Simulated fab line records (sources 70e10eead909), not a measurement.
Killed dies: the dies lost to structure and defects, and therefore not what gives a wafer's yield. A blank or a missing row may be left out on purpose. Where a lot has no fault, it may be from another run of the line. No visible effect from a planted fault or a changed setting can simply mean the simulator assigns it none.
Problem report in the 8D (eight disciplines) form, filled by code	flow nandHarc	the parts of the form that need people (team, actions taken, sign-off) are left out

## 1. THE ISSUE
killedAtArray at NHARC_END_SORT_01 reads a mean of 671 on 4 wafers of 3 lots; wafers without a fault read 21 with a standard deviation of 8.9. Measured from the usual mean, that is +73 standard deviations.
The first sign was on wafer L735.3 at day 21 15:23, on prober-02. The record holds 7 wafers of 3 lots with a number at this step. The rule behind "out" and "out of limits": a value lying over 4 standard deviations away from the usual mean. The other wafers with a number count as sound.

## 2. WHAT IT IS; WHAT IT IS NOT
question	is	is not
which readings at this step	killedAtArray, killedDies	killedAtOther, killedAtPeriphery, killedOpen, killedShort
which lots	L733, L734, L735	-
which wafers of those lots	L733.3, L734.3, L734.5, L735.3	L733.2, L734.4, L735.2
read on which gauges	prober-01, prober-02	-
when	from day 21 15:23	up to then (2 sound wafers); but 1 sound wafer of L734 came after

## 3. THE SUSPECTS, EACH WITH WHAT RULES IT OUT
Counting: any tool at a process step up to the reading remains a suspect provided it ran every lot that is out. Sound lots after the first of them don't rule it out here, since some wafers of a struck lot are sound.
- the gauge at NHARC_END_SORT_01: ruled out. Those wafers that are out were read across 2 gauges (prober-01, prober-02).
- rieMetal-03 at NHARC_A_WL_FILL_ETCHBACK_04 (etches the open film in NF3, target depth 60 nm, time 120 s): kept. It ran every lot that is out, first L733 (day 17 11:35). On those wafers its own readings are out: oesProductAu.
Remaining after the count: rieMetal-03 at NHARC_A_WL_FILL_ETCHBACK_04.

## 4. THE CAUSE (what the simulator had put in)
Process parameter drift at NHARC_A_WL_FILL_ETCHBACK_04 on rieMetal-03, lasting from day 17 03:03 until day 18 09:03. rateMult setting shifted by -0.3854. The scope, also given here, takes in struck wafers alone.
This tool alone remained once counting was done.

## 5. SEQUENCE OF EFFECTS, ordered by route
Each row: a reading where the mean over the struck wafers with a number is more than 3 standard deviations away from the usual. Readings are gone through only where the record gives a usual standard deviation; hours: the median, over the lots, of the time from a lot's start at the first step in this table giving one to that lot's start at this step; sigmas: the change measured in usual standard deviations.
hours	step	reading	usual	on struck wafers	change	sigmas
0	NHARC_A_WL_FILL_ETCHBACK_04	oesProductAu	0.999 a.u.	0.762	-0.237	-27
100	NHARC_END_SORT_01	killedAtArray	21	671	+650	+73
100	NHARC_END_SORT_01	killedDies	26	677	+651	+73
The process steps in it:
- NHARC_A_WL_FILL_ETCHBACK_04: etches the open film in NF3, target depth 60 nm, time 120 s.

## 6. WHAT WOULD HAVE CAUGHT IT SOONER
In this record the first reading out of limits at a measuring or inspecting step was taken at day 21 15:23, 108 hours after the fault began at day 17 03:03.
At NHARC_A_WL_FILL_ETCHBACK_04, the tool's own readings (oesProductAu) were out on each struck wafer the step has a row for, so an alarm limit on them would have fired on the first such wafer.
Lots out: 3; all had begun NHARC_A_WL_FILL_ETCHBACK_04 on rieMetal-03 by day 21 15:23. Had the tool been put on hold then, not one of them would have been saved.
